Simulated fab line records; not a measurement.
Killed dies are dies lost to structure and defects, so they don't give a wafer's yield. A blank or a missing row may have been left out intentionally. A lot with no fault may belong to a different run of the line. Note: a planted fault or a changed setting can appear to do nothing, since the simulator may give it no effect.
Matching of chambers | flow n5_finfet | 4 sister chambers for N5_BEOL_M0_SAQP_ETCH_88 on rie_diel-06
The step etches underlayer in N2/H2, target depth 6.5 nm, time 5.2 s. 4 wafers are shown with their chamber, then 9 later ones without.

## WAFERS, EACH WITH ITS CHAMBER
wafer  | chamber | showerhead_plenum_p_Torr (Torr)
L083.5 | 2       | 2.40
L086.2 | 3       | 2.63
L091.3 | 1       | 2.47
L091.6 | 0       | 2.41

## WAFERS WITH NO CHAMBER GIVEN
wafer  | showerhead_plenum_p_Torr (Torr)
L093.1 | 2.71
L093.2 | 2.41
L093.5 | 2.71
L095.1 | 2.41
L095.3 | 2.63
L095.4 | 2.71
L096.1 | 2.41
L096.3 | 2.47
L096.4 | 2.63

## WHICH CHAMBER EACH WENT THROUGH
wafer  | from the rows above          | in truth
L093.1 | 3                            | 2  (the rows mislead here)
L093.2 | can't be placed: 0 or 2 or 1 | 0
L093.5 | 3                            | 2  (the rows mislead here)
L095.1 | can't be placed: 0 or 2 or 1 | 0
L095.3 | 3                            | 3
L095.4 | 3                            | 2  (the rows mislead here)
L096.1 | can't be placed: 0 or 2 or 1 | 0
L096.3 | can't be placed: 1 or 0 or 2 | 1
L096.4 | 3                            | 3
Placed correctly: 2 of 9. Unplaceable from these rows: 4, with the true chamber sitting among the candidates in 4. Wrongly placed: 3.
How it was worked out, from the rows above alone: a wafer's distance from a chamber is the root of the sum, over the readings, of the square of ((its reading less the chamber's mean) divided by the reading's scatter). The wafer belongs to the nearest chamber; if the next one is less than 2 further off, it can't be placed. The mean given for a chamber averages the wafers shown for that chamber. The scatter: root of mean squared gap, hidden wafer to nearest shown wafer, with one shown wafer a chamber.
